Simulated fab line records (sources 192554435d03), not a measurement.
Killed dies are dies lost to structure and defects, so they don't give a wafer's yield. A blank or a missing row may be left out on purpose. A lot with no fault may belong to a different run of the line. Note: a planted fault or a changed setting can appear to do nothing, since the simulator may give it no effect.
fab line records | flow n5Finfet
record: lots: 10 | wafers: 28 | lastDay: 18
route steps=1938 shown BEOL_M3@944 BEOL_M4@1111 PASSIVATION@1936
lots with no fault: from the same line, run without faults
startH: hours from the record's first day to the start of the lot's first wafer shown | waitH: hours from the lot's prior step to this one | " same as the row above | L1.1+2: a row that stands for several wafers | - no value, or no start was given | * or withheld: withheld | < > ~ a bound
route shown NAME@n: NAME is a module with steps in the file, n the number in the route of the first one | usual: average and standard deviation across the fault-free wafers | same: alike in all rows | chamber/n: place in a boat | sites: per-site readings | _std_site: their standard deviation | _edge_site: outer sites' mean less inner sites' | radiusMm: how far each site lies from the wafer's centre | mask NAME#n: copy n | behind: the most recent tool/chamber to have shaped the wafer | hold: why the lot went on hold/how many hours it stayed there/how the hold came to an end | device: whichever transistor did not switch (one of n, p or np) | end of line: tests run on the same wafers once the route is complete | step lacking rows: just its recipe | killed: the dies lost at the first sort to structure and to defects; this is not the yield of the wafer | map: a wafer's dies, x killed, . not, _ none there
set.NAME: the setting the step ran with; set.NAME@STEP: the setting that earlier step ran with | model.NAME: the simulator's own value behind a step, which no gauge read
a sample of lots followed through the steps of the route, with each step as a table and each wafer as a row
services: when a tool's chamber went out of use (startH, in hours from the record's first day, below 0 if earlier), for how many hours, and the reason
== steps ==
step: N5_BEOL_M3_CD_MEAS_11
recipe: targetCdNm: 17.05 | landingEnergyEv: 500 | detector: seInlens | polarity: opening
usual: cdNm: 17.02/0.27
same: landingEnergyEv: 500
lot.wafer | tool     | chamber | startH | waitH | cdNm
L928.2    | cdSem-02 | 0       | 148.02 | -     | 16.84
L928.3    | "        | 0       | "      | "     | 17.23
L928.5    | "        | 0       | "      | "     | 17.13
L930.1    | cdSem-01 | 0       | 175.81 | -     | 17.06
L930.2    | "        | 0       | "      | "     | 17.12
L930.5    | "        | 0       | "      | "     | 17.41
L934.2    | cdSem-02 | 0       | 190.67 | -     | 16.72
L934.5    | "        | 0       | "      | "     | 16.73
L934.6    | "        | 0       | "      | "     | 16.75
L936.3    | cdSem-01 | 0       | 197.51 | -     | 17.20
L936.5    | "        | 0       | "      | "     | 17.40
L939.3    | cdSem-01 | 0       | 222.79 | -     | 16.85
L939.5    | "        | 0       | "      | "     | 16.92
L940.1    | cdSem-01 | 0       | 235.21 | -     | 17.03
L940.4    | "        | 0       | "      | "     | 16.79
L940.5    | "        | 0       | "      | "     | 17.56
L941.1    | cdSem-01 | 0       | 239.68 | -     | 17.14
L941.3    | "        | 0       | "      | "     | 17.11
L941.6    | "        | 0       | "      | "     | 17.39
L947.2    | cdSem-01 | 0       | 275.16 | -     | 16.41
L947.4    | "        | 0       | "      | "     | 17.05
L947.6    | "        | 0       | "      | "     | 16.96
L949.2    | cdSem-01 | 0       | 283.88 | -     | 16.74
L949.4    | "        | 0       | "      | "     | 17.00
L949.6    | "        | 0       | "      | "     | 16.50
L950.4    | cdSem-02 | 0       | 285.34 | -     | 17.61
L950.5    | "        | 0       | "      | "     | 17.07
L950.6    | "        | 0       | "      | "     | 17.20
step: N5_BEOL_M3_ETCH_74
recipe: chemistry: N2/H2 | target: underlayer | targetDepthA: 65 | maskMaterial: CAR-EUV | timeS: 5.2 | ionEnergyEv: 200 | pressureMtorr: 30 | sourceW: 840 | biasW: 150 | n2FlowSccm: 200 | h2FlowSccm: 200 | ends: cleared
usual: drypumpMotorCurrentA: 5.8/0.41 | etchRfOnTimeS: 5.31/0.16 | oesProductAu: 0.64/0.065 | rfVppV: 524.3/2.4 | showerheadPlenumPTorr: 2.56/0.075 | throttleValvePct: 17.94/0.27
lot.wafer | tool       | chamber | startH | waitH | drypumpMotorCurrentA | etchRfOnTimeS | oesProductAu | rfHoursCounterH | rfVppV | showerheadPlenumPTorr | throttleValvePct
L928.2    | rieDiel-06 | 3       | 148.22 | 0.0   | 6.0                  | 5.40          | 0.59         | 189             | 520.8  | 2.43                  | 18.17
L928.3    | "          | 2       | "      | "     | 5.5                  | 5.11          | 0.70         | 70              | 523.0  | 2.47                  | 17.73
L928.5    | "          | 3       | "      | "     | 6.0                  | 5.44          | 0.61         | -               | 522.3  | 2.43                  | 18.14
L930.1    | rieDiel-06 | 2       | 175.99 | 0.0   | 5.5                  | 4.99          | 0.71         | 77              | 521.4  | 2.47                  | 17.74
L930.2    | "          | 3       | "      | "     | 6.0                  | 5.36          | 0.60         | 196             | 519.5  | 2.43                  | 18.15
L930.5    | "          | 1       | "      | "     | 5.3                  | 5.45          | 0.63         | -               | 523.9  | 2.55                  | 17.98
L934.2    | rieDiel-06 | 2       | 190.91 | 0.0   | 5.5                  | 3.77          | 0.85         | 81              | 521.7  | 2.47                  | 17.80
L934.5    | "          | 3       | "      | "     | 6.0                  | 4.05          | 0.70         | -               | 522.2  | 2.43                  | 18.22
L934.6    | "          | 0       | "      | "     | 5.4                  | 5.14          | 0.61         | -               | 522.4  | 2.51                  | 18.19
L936.3    | rieDiel-06 | 2       | 197.66 | 0.0   | 5.5                  | 5.01          | 0.69         | 83              | 521.1  | 2.47                  | 17.76
L936.5    | "          | 1       | "      | "     | 5.3                  | 4.11          | 0.73         | -               | 525.9  | 2.55                  | 17.99
L939.3    | rieDiel-06 | 3       | 222.95 | 0.0   | 6.0                  | 5.40          | 0.59         | 211             | 520.7  | 2.42                  | 18.17
L939.5    | "          | 1       | "      | "     | 5.3                  | 4.21          | 0.72         | -               | 523.5  | 2.54                  | 18.02
L940.1    | rieDiel-03 | 3       | 235.37 | 0.0   | 6.3                  | 5.43          | 0.76         | 16              | 528.2  | 2.60                  | 17.35
L940.4    | "          | 2       | "      | "     | 5.7                  | 5.06          | 0.70         | -               | 524.1  | 2.46                  | 17.61
L940.5    | "          | 1       | "      | "     | 5.7                  | 5.54          | 0.57         | -               | 525.1  | 2.63                  | 18.08
L941.1    | rieDiel-04 | 3       | 239.84 | 0.0   | 5.3                  | 5.42          | 0.62         | 205             | 529.1  | 2.63                  | 18.23
L941.3    | "          | 1       | "      | "     | 6.3                  | 5.48          | 0.61         | 162             | 524.2  | 2.63                  | 17.72
L941.6    | "          | 3       | "      | "     | 5.3                  | 5.37          | 0.61         | -               | 525.5  | 2.63                  | 18.21
L947.2    | rieDiel-04 | 3       | 275.32 | 0.0   | 5.4                  | 5.32          | 0.61         | 215             | 524.0  | 2.63                  | 18.24
L947.4    | "          | 1       | "      | "     | 6.3                  | 5.43          | 0.60         | 172             | 529.6  | 2.63                  | 17.75
L947.6    | "          | 2       | "      | "     | 6.4                  | 5.09          | 0.82         | -               | 526.5  | 2.61                  | 17.84
L949.2    | rieDiel-06 | 2       | 284.21 | 0.0   | 5.5                  | 5.05          | 0.67         | 111             | 519.9  | 2.46                  | 17.84
L949.4    | "          | 3       | "      | "     | 6.0                  | 5.38          | 0.58         | -               | 519.5  | 2.41                  | 18.23
L949.6    | "          | 0       | "      | "     | 5.4                  | 5.10          | 0.61         | -               | 524.7  | 2.50                  | 18.25
L950.4    | rieDiel-04 | 3       | 285.49 | 0.0   | 5.3                  | 5.33          | 0.60         | 218             | 527.7  | 2.62                  | 18.23
L950.5    | "          | 2       | "      | "     | 6.4                  | 5.02          | 0.81         | -               | 528.0  | 2.61                  | 17.85
L950.6    | "          | 1       | "      | "     | 6.4                  | 5.42          | 0.61         | -               | 528.0  | 2.63                  | 17.75
step: N5_BEOL_M3_ETCH_64
recipe: chemistry: N2/H2 | target: SOC | targetDepthA: 750 | overetchA: 150 | maskMaterial: SiARC | tempC: 40 | timeS: 112.5 | ionEnergyEv: 200 | pressureMtorr: 30 | sourceW: 840 | biasW: 150 | n2FlowSccm: 200 | h2FlowSccm: 200
usual: drypumpMotorCurrentA: 5.8/0.41 | oesProductAu: 0.60/0.056 | rfVppV: 524.3/2.2 | showerheadPlenumPTorr: 2.56/0.074 | tempC: 40.02/0.11 | throttleValvePct: 17.91/0.27
lot.wafer | tool       | chamber | startH | waitH | drypumpMotorCurrentA | oesProductAu | rfHoursCounterH | rfVppV | showerheadPlenumPTorr | tempC | throttleValvePct
L928.2    | rieDiel-06 | 3       | 148.26 | 0.0   | 6.0                  | 0.57         | 189             | 520.1  | 2.43                  | 40.08 | 18.12
L928.3    | "          | 2       | "      | "     | 5.5                  | 0.65         | 70              | 520.6  | 2.47                  | 39.92 | 17.71
L928.5    | "          | 3       | "      | "     | 6.0                  | 0.57         | -               | 520.2  | 2.43                  | 40.19 | 18.10
L930.1    | rieDiel-06 | 2       | 176.04 | 0.0   | 5.4                  | 0.65         | 77              | 521.3  | 2.47                  | 40.09 | 17.71
L930.2    | "          | 3       | "      | "     | 6.0                  | 0.57         | 196             | 521.2  | 2.43                  | 40.02 | 18.11
L930.5    | "          | 1       | "      | "     | 5.3                  | 0.60         | -               | 524.3  | 2.55                  | 40.02 | 17.93
L934.2    | rieDiel-06 | 2       | 190.96 | 0.0   | 5.5                  | 0.64         | 81              | 522.3  | 2.47                  | 40.05 | 17.73
L934.5    | "          | 3       | "      | "     | 6.0                  | 0.56         | -               | 519.9  | 2.43                  | 39.97 | 18.14
L934.6    | "          | 0       | "      | "     | 5.4                  | 0.57         | -               | 522.5  | 2.51                  | 39.99 | 18.15
L936.3    | rieDiel-06 | 2       | 197.71 | 0.0   | 5.5                  | 0.64         | 83              | 522.2  | 2.47                  | 39.87 | 17.72
L936.5    | "          | 1       | "      | "     | 5.4                  | 0.59         | -               | 522.3  | 2.55                  | 39.98 | 17.96
L939.3    | rieDiel-06 | 3       | 222.99 | 0.0   | 6.0                  | 0.56         | 211             | 520.8  | 2.42                  | 40.05 | 18.15
L939.5    | "          | 1       | "      | "     | 5.3                  | 0.59         | -               | 525.0  | 2.54                  | 39.97 | 17.96
L940.1    | rieDiel-03 | 3       | 235.41 | 0.0   | 6.3                  | 0.72         | 16              | 524.7  | 2.60                  | 40.06 | 17.33
L940.4    | "          | 2       | "      | "     | 5.7                  | 0.64         | -               | 523.0  | 2.46                  | 40.12 | 17.58
L940.5    | "          | 1       | "      | "     | 5.7                  | 0.54         | -               | 526.1  | 2.63                  | 40.03 | 18.04
L941.1    | rieDiel-04 | 3       | 239.88 | 0.0   | 5.3                  | 0.58         | 205             | 525.9  | 2.63                  | 40.16 | 18.19
L941.3    | "          | 1       | "      | "     | 6.4                  | 0.59         | 162             | 528.1  | 2.63                  | 40.06 | 17.68
L941.6    | "          | 3       | "      | "     | 5.4                  | 0.58         | -               | 526.6  | 2.63                  | 39.90 | 18.20
L947.2    | rieDiel-04 | 3       | 275.36 | 0.0   | 5.3                  | 0.57         | 215             | 525.0  | 2.63                  | 39.85 | 18.19
L947.4    | "          | 1       | "      | "     | 6.3                  | 0.58         | 172             | 525.8  | 2.63                  | 40.24 | 17.71
L947.6    | "          | 2       | "      | "     | 6.4                  | 0.75         | -               | 526.9  | 2.61                  | 40.11 | 17.80
L949.2    | rieDiel-06 | 2       | 284.26 | 0.0   | 5.5                  | 0.62         | 111             | 521.6  | 2.46                  | 40.14 | 17.77
L949.4    | "          | 3       | "      | "     | 6.0                  | 0.55         | -               | 520.6  | 2.41                  | 39.91 | 18.16
L949.6    | "          | 0       | "      | "     | 5.4                  | 0.55         | -               | 522.1  | 2.50                  | 40.04 | 18.20
L950.4    | rieDiel-04 | 3       | 285.54 | 0.0   | 5.3                  | 0.57         | 218             | 526.1  | 2.62                  | 39.87 | 18.22
L950.5    | "          | 2       | "      | "     | 6.4                  | 0.74         | -               | 526.2  | 2.61                  | 39.97 | 17.80
L950.6    | "          | 1       | "      | "     | 6.3                  | 0.58         | -               | 527.4  | 2.63                  | 39.90 | 17.71
step: N5_BEOL_M3_CD_MEAS_18
recipe: pitchNm: 36 | targetCdNm: 18
usual: cdNm: 17.8/0.34
lot.wafer | tool     | chamber | startH | waitH | cdNm
L928.2    | cdSem-03 | -       | 148.61 | 0.1   | 17.4
L928.3    | "        | -       | "      | "     | 17.4
L928.5    | "        | -       | "      | "     | 17.1
L930.1    | cdSem-03 | -       | 176.39 | 0.0   | 17.7
L930.2    | "        | -       | "      | "     | 18.1
L930.5    | "        | -       | "      | "     | 18.1
L934.2    | cdSem-03 | -       | 191.34 | 0.1   | 17.5
L934.5    | "        | -       | "      | "     | 17.2
L934.6    | "        | -       | "      | "     | 17.9
L936.3    | cdSem-01 | -       | 198.06 | 0.1   | 17.9
L936.5    | "        | -       | "      | "     | 17.8
L939.3    | cdSem-02 | -       | 223.35 | 0.1   | 17.5
L939.5    | "        | -       | "      | "     | 17.0
L940.1    | cdSem-01 | -       | 235.77 | 0.1   | 18.2
L940.4    | "        | -       | "      | "     | 17.9
L940.5    | "        | -       | "      | "     | 18.1
L941.1    | cdSem-02 | -       | 240.23 | 0.0   | 18.0
L941.3    | "        | -       | "      | "     | 17.9
L941.6    | "        | -       | "      | "     | 18.7
L947.2    | cdSem-01 | -       | 275.71 | 0.1   | 17.8
L947.4    | "        | -       | "      | "     | 17.6
L947.6    | "        | -       | "      | "     | 17.9
L949.2    | cdSem-01 | -       | 284.72 | 0.1   | 18.0
L949.4    | "        | -       | "      | "     | 17.3
L949.6    | "        | -       | "      | "     | 17.8
L950.4    | cdSem-01 | -       | 285.89 | 0.1   | 18.5
L950.5    | "        | -       | "      | "     | 17.9
L950.6    | "        | -       | "      | "     | 18.2
step: N5_BEOL_M4_RC_MEAS_101
usual: DIBL_N: 36.3/1.8 | DIBL_P: 36.5/2.1 | IOFF_N: 0.16/0.031 | IOFF_P: 0.22/0.038 | ION_N: 677/12 | ION_P: 466/7.8 | SS_N: 71.5/0.61 | SS_P: 73.2/0.7 | VT_N: 249/3 | VT_P: -248.9/3
lot.wafer | tool      | chamber | startH | waitH | DIBL_N[mV/V] | DIBL_P[mV/V] | IOFF_N[nA/um] | IOFF_P[nA/um] | ION_N[uA/um] | ION_P[uA/um] | SS_N[mV/dec] | SS_P[mV/dec] | VT_N[mV] | VT_P[mV]
L928.2    | prober-02 | 0       | 185.80 | 0.2   | 32.9         | 32.6         | 0.10          | 0.14          | 663          | 462          | 70.6         | 72.1         | 254      | -253.9
L928.3    | "         | 0       | "      | "     | 38.3         | 39.2         | 0.17          | 0.22          | 668          | 453          | 72.1         | 73.9         | 249      | -248.2
L928.5    | "         | 0       | "      | "     | 37.4         | 38.4         | 0.18          | 0.21          | 686          | 469          | 71.9         | 72.8         | 249      | -249.4
L930.1    | prober-02 | 0       | 201.17 | 0.8   | 35.9         | 36.8         | 0.15          | 0.20          | 667          | 456          | 72.2         | 73.3         | 250      | -249.2
L930.2    | "         | 0       | "      | "     | 36.7         | 37.7         | 0.17          | 0.22          | 664          | 459          | 72.4         | 73.4         | 252      | -251.5
L930.5    | "         | 0       | "      | "     | 36.4         | 37.2         | 0.16          | 0.20          | 687          | 463          | 71.9         | 73.5         | 248      | -251.7
L934.2    | prober-02 | 0       | 217.02 | 0.2   | 35.5         | 37.0         | 0.17          | 0.27          | 689          | 478          | 71.1         | 73.5         | 246      | -243.1
L934.5    | "         | 0       | "      | "     | 34.6         | 35.8         | 0.15          | 0.24          | 687          | 480          | 71.0         | 72.2         | 249      | -246.4
L934.6    | "         | 0       | "      | "     | 39.3         | 42.0         | 0.28          | 0.38          | 708          | 488          | 72.2         | 73.6         | 238      | -240.6
L936.3    | prober-02 | 0       | 234.62 | 0.3   | 34.2         | 35.0         | 0.15          | 0.21          | 677          | 472          | 71.1         | 73.3         | 250      | -246.4
L936.5    | "         | 0       | "      | "     | 33.5         | 33.9         | 0.13          | 0.19          | 668          | 464          | 71.0         | 73.2         | 252      | -249.8
L939.3    | prober-01 | 0       | 249.30 | 0.3   | 37.9         | 38.5         | 0.17          | 0.26          | 681          | 468          | 71.8         | 73.0         | 249      | -246.4
L939.5    | "         | 0       | "      | "     | 35.5         | 34.8         | 0.13          | 0.20          | 670          | 465          | 70.9         | 72.9         | 253      | -249.0
L940.1    | prober-01 | 0       | 263.90 | 0.0   | 37.1         | 35.6         | 0.15          | 0.21          | 672          | 465          | 72.3         | 73.7         | 253      | -248.6
L940.4    | "         | 0       | "      | "     | 38.7         | 37.7         | 0.19          | 0.25          | 687          | 471          | 72.5         | 73.8         | 250      | -247.8
L940.5    | "         | 0       | "      | "     | 38.9         | 38.3         | 0.18          | 0.27          | 679          | 467          | 72.9         | 73.5         | 250      | -247.4
L941.1    | prober-02 | 0       | 267.05 | 0.0   | 36.2         | 36.2         | 0.15          | 0.23          | 666          | 464          | 71.3         | 73.1         | 252      | -248.3
L941.3    | "         | 0       | "      | "     | 35.5         | 36.1         | 0.15          | 0.22          | 679          | 474          | 71.7         | 73.5         | 247      | -250.4
L941.6    | "         | 0       | "      | "     | 39.4         | 40.5         | 0.21          | 0.32          | 687          | 479          | 71.9         | 73.8         | 244      | -243.2
L947.2    | prober-02 | 0       | 300.58 | 0.2   | 33.1         | 33.0         | 0.12          | 0.19          | 661          | 466          | 70.7         | 71.9         | 255      | -247.7
L947.4    | "         | 0       | "      | "     | 34.5         | 34.4         | 0.14          | 0.21          | 685          | 470          | 70.8         | 73.4         | 251      | -247.6
L947.6    | "         | 0       | "      | "     | 35.5         | 35.7         | 0.16          | 0.23          | 669          | 469          | 70.9         | 72.7         | 248      | -248.0
L950.4    | prober-01 | 0       | 313.39 | 0.5   | 34.1         | 35.5         | 0.14          | 0.20          | 680          | 469          | 71.8         | 72.6         | 250      | -250.0
L950.5    | "         | 0       | "      | "     | 34.1         | 34.8         | 0.14          | 0.19          | 661          | 457          | 71.4         | 72.4         | 249      | -249.1
L950.6    | "         | 0       | "      | "     | 38.3         | 40.8         | 0.23          | 0.31          | 698          | 477          | 71.7         | 73.5         | 245      | -246.5
L949.2    | prober-01 | 0       | 316.46 | 0.2   | 36.1         | 36.8         | 0.17          | 0.23          | 682          | 469          | 71.8         | 73.2         | 248      | -249.1
L949.4    | "         | 0       | "      | "     | 36.2         | 36.5         | 0.16          | 0.23          | 682          | 475          | 71.7         | 72.9         | 248      | -246.7
L949.6    | "         | 0       | "      | "     | 36.2         | 37.3         | 0.16          | 0.25          | 683          | 467          | 71.4         | 73.1         | 249      | -244.5
step: N5_PASSIVATION_PROBE_49
usual: defectLimitedYield: 91.2/1.5 | killed_at_M0_to_M3: 33/9.6 | killed_at_M4_up: 14/5.6 | killedAtContacts: 14/5.5 | killedAtFrontEnd: 40/13 | killedAtOther: 4/3 | killedDies: 104/17 | killedOpen: 68/13 | killedShort: 33/7.2 | sort_bin_4_leakage: 0.00/0.014 | sort_bin_5_function: 5.2/0.95 | sort_bin_6_memory: 3.3/0.62 | sortNPass: 1076/17 | sortYieldPct: 91.2/1.5
same: grossDies: 1180 | killedAtBackSide: 0 | sort_bin_8_speed[%]: 0
lot.wafer | tool      | chamber | startH | waitH | defectLimitedYield[%] | killed_at_M0_to_M3 | killed_at_M4_up | killedAtContacts | killedAtFrontEnd | killedAtOther | killedDies | killedOpen | killedShort | sort_bin_4_leakage[%] | sort_bin_5_function[%] | sort_bin_6_memory[%] | sortNPass | sortYieldPct[%]
L928.2    | prober-02 | -       | 299.19 | 0.1   | 93.0                  | 24                 | 10              | 20               | 23               | 6             | 83         | 58         | 20          | 0                     | 4.0                    | 2.8                  | 1097      | 93.0
L928.3    | prober-02 | -       | 299.24 | 0.1   | 93.3                  | 27                 | 17              | 10               | 23               | 2             | 79         | 55         | 21          | 0                     | 4.3                    | 1.9                  | 1101      | 93.3
L928.5    | prober-02 | -       | 299.34 | 0.2   | 93.0                  | 29                 | 8               | 15               | 29               | 2             | 83         | 54         | 29          | 0                     | 4.3                    | 2.4                  | 1097      | 93.0
L936.5    | prober-02 | -       | 347.35 | 0.4   | 91.5                  | 33                 | 12              | 16               | 33               | 6             | 100        | 65         | 32          | 0                     | 5.3                    | 2.9                  | 1080      | 91.5
L941.1    | prober-02 | -       | 386.41 | 0.0   | 91.6                  | 31                 | 8               | 17               | 41               | 2             | 99         | 59         | 38          | 0                     | 5.0                    | 2.9                  | 1081      | 91.6
L941.3    | prober-02 | -       | 386.51 | 0.1   | 93.3                  | 18                 | 9               | 13               | 36               | 3             | 79         | 49         | 23          | 0                     | 3.6                    | 2.5                  | 1101      | 93.3
L941.6    | prober-02 | -       | 386.66 | 0.3   | 91.9                  | 31                 | 11              | 8                | 39               | 6             | 95         | 63         | 32          | 0                     | 4.2                    | 3.4                  | 1085      | 91.9
L947.2    | prober-02 | -       | 409.54 | 0.1   | 90.8                  | 43                 | 3               | 15               | 46               | 2             | 109        | 75         | 29          | 0                     | 4.5                    | 4.0                  | 1071      | 90.8
L947.4    | prober-02 | -       | 409.64 | 0.2   | 87.6                  | 53                 | 16              | 15               | 62               | 0             | 146        | 103        | 41          | 0                     | 7.1                    | 4.8                  | 1034      | 87.6
L947.6    | prober-02 | -       | 409.74 | 0.3   | 91.6                  | 30                 | 12              | 14               | 41               | 2             | 99         | 63         | 33          | 0                     | 4.6                    | 3.7                  | 1081      | 91.6
L950.4    | prober-01 | -       | 429.20 | 0.2   | 93.9                  | 29                 | 10              | 11               | 17               | 5             | 72         | 41         | 31          | 0                     | 3.5                    | 2.5                  | 1108      | 93.9
L950.5    | prober-01 | -       | 429.25 | 0.2   | 91.9                  | 40                 | 12              | 11               | 23               | 9             | 95         | 53         | 40          | 0                     | 5.3                    | 2.3                  | 1085      | 91.9
L950.6    | prober-01 | -       | 429.30 | 0.3   | 93.0                  | 37                 | 6               | 7                | 31               | 2             | 83         | 57         | 24          | 0                     | 4.1                    | 2.5                  | 1097      | 93.0
killed by level:class
L928.2 MOL_CONTACT_COAG:geometricParticle:open=13 BEOL_M3:geometricParticle:open=10 STI_FIN_REVEAL:geometricParticle:open=7 MOL_CONTACT_COAG:geometricParticle:short=5 BEOL_M0_SAQP:geometricParticle:open=4 BEOL_M4:geometricParticle:open=3 SPACER0:geometricParticle:open=3 GATE_CUT:geometricParticle:short=3
L928.3 BEOL_M0_SAQP:geometricParticle:open=8 BEOL_M3:geometricParticle:open=7 MOL_CONTACT_COAG:geometricParticle:open=7 BEOL_M4:geometricParticle:open=6 BEOL_M1:geometricParticle:open=4 STI_FIN_REVEAL:geometricParticle:open=3 DUMMY_GATE:geometricParticle:short=3 SDB:geometricParticle:short=3
L928.5 MOL_CONTACT_COAG:geometricParticle:open=12 BEOL_M0_SAQP:geometricParticle:open=9 DUMMY_GATE:geometricParticle:open=8 BEOL_M2:geometricParticle:open=6 BEOL_M0_SAQP:geometricParticle:short=6 BEOL_M8:geometricParticle:open=4 FIN_SAQP:geometricParticle:open=3 DUMMY_GATE:geometricParticle:short=3
L936.5 MOL_CONTACT_COAG:geometricParticle:open=12 BEOL_M3:geometricParticle:open=10 BEOL_M0_SAQP:geometricParticle:open=9 FIN_SAQP:geometricParticle:open=7 BEOL_M0_SAQP:geometricParticle:short=6 ILD0:geometricParticle:open=4 GATE_CUT:geometricParticle:short=4 MOL_CONTACT_COAG:geometricParticle:short=4
L941.1 FIN_SAQP:geometricParticle:open=12 MOL_CONTACT_COAG:geometricParticle:open=9 FIN_SAQP:geometricParticle:short=8 STI_FIN_REVEAL:geometricParticle:open=7 MOL_CONTACT_COAG:geometricParticle:short=7 BEOL_M2:geometricParticle:open=7 BEOL_M2:geometricParticle:short=6 BEOL_M3:geometricParticle:open=6
L941.3 MOL_CONTACT_COAG:geometricParticle:open=13 FIN_SAQP:geometricParticle:open=6 HKMG_FIN:areaEtch=6 FIN_SAQP:geometricParticle:short=5 STI_FIN_REVEAL:geometricParticle:open=4 BEOL_M3:geometricParticle:short=4 DUMMY_GATE:geometricParticle:open=4 BEOL_M4:geometricParticle:open=4
L941.6 FIN_SAQP:geometricParticle:open=11 BEOL_M1:geometricParticle:open=8 STI_FIN_REVEAL:geometricParticle:open=7 MOL_CONTACT_COAG:geometricParticle:open=7 FIN_SAQP:geometricParticle:short=6 BEOL_M2:geometricParticle:open=6 BEOL_M4:geometricParticle:open=6 GATE_CUT:geometricParticle:short=4
L947.2 STI_FIN_REVEAL:geometricParticle:open=19 MOL_CONTACT_COAG:geometricParticle:open=14 BEOL_M3:geometricParticle:open=9 BEOL_M0_SAQP:geometricParticle:open=8 BEOL_M2:geometricParticle:open=6 BEOL_M0_SAQP:geometricParticle:short=6 FIN_SAQP:geometricParticle:open=5 BEOL_M3:geometricParticle:short=5
L947.4 STI_FIN_REVEAL:geometricParticle:open=34 MOL_CONTACT_COAG:geometricParticle:open=13 BEOL_M2:geometricParticle:open=12 BEOL_M3:geometricParticle:open=11 BEOL_M0_SAQP:geometricParticle:short=10 FIN_SAQP:geometricParticle:open=8 BEOL_M0_SAQP:geometricParticle:open=8 STI_FIN_REVEAL:geometricParticle:short=7
L947.6 MOL_CONTACT_COAG:geometricParticle:open=11 STI_FIN_REVEAL:geometricParticle:open=9 BEOL_M3:geometricParticle:open=8 FIN_SAQP:geometricParticle:open=7 STI_FIN_REVEAL:geometricParticle:short=6 BEOL_M2:geometricParticle:open=6 BEOL_M4:geometricParticle:open=6 FIN_SAQP:geometricParticle:short=5
L950.4 BEOL_M0_SAQP:geometricParticle:open=8 BEOL_M0_SAQP:geometricParticle:short=6 MOL_CONTACT_COAG:geometricParticle:open=6 MOL_CONTACT_COAG:geometricParticle:short=5 BEOL_M2:geometricParticle:open=5 GATE_CUT:geometricParticle:short=3 BEOL_M0:geometricParticle:open=3 BEOL_M1:geometricParticle:open=3
L950.5 BEOL_M0_SAQP:geometricParticle:short=18 MOL_CONTACT_COAG:geometricParticle:open=7 BEOL_M2:geometricParticle:open=7 DUMMY_GATE:geometricParticle:open=5 BEOL_M0_SAQP:geometricParticle:open=5 BEOL_M4:geometricParticle:open=5 MIM_TOP_ETCH:geometricParticle:short=4 FIN_SAQP:geometricParticle:short=3
L950.6 FIN_SAQP:geometricParticle:open=11 BEOL_M0_SAQP:geometricParticle:open=9 BEOL_M1:geometricParticle:open=8 FIN_SAQP:geometricParticle:short=7 BEOL_M2:geometricParticle:open=7 MOL_CONTACT_COAG:geometricParticle:open=6 BEOL_M0_SAQP:geometricParticle:short=5 BEOL_M3:geometricParticle:open=4
== services ==
tool       | chamber | startH | hours | kind
rieDiel-03 | 3       | 166.76 | -     | clean
rieDiel-03 | 3       | 166.76 | -     | consumableReplace:focusRing
rieDiel-06 | 0       | 211.47 | 8.5   | repair
rieDiel-03 | 0       | 224.48 | -     | clean
rieDiel-03 | 0       | 224.48 | -     | consumableReplace:focusRing
rieDiel-03 | 0       | 224.48 | 20.7  | scheduledDown
rieDiel-03 | 0       | 224.48 | 20.7  | ventCycle
rieDiel-04 | 2       | 234.06 | -     | clean
rieDiel-04 | 2       | 234.06 | -     | consumableReplace:focusRing
rieDiel-04 | 2       | 234.06 | 14.5  | scheduledDown
rieDiel-04 | 2       | 234.06 | 14.5  | ventCycle
rieDiel-03 | -       | 272.06 | 0.8   | repair
== key ==
firstSign: step: N5_BEOL_M3_ETCH_74 | reading: etchRfOnTimeS | direction: down | sigmas: 7.8 | usual: * | struck: *
effect none on later readings
metAt N5_BEOL_M3_ETCH_74
struckLots L934,L936,L939
struckWafers L934.2,L934.5,L936.5,L939.5
notActingAt N5_BEOL_M3_CD_MEAS_11,N5_BEOL_M3_ETCH_64,N5_BEOL_M3_CD_MEAS_18
onsetBetween 175.99 190.91
fault: kind: processParameterDrift | tool: rieDiel-06 | chamber: - | onsetH: 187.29 | steps: N5_BEOL_M3_ETCH_74 | channel: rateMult | offset: 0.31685 | shape: step | endH: 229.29 | scope: struckWafersOnly
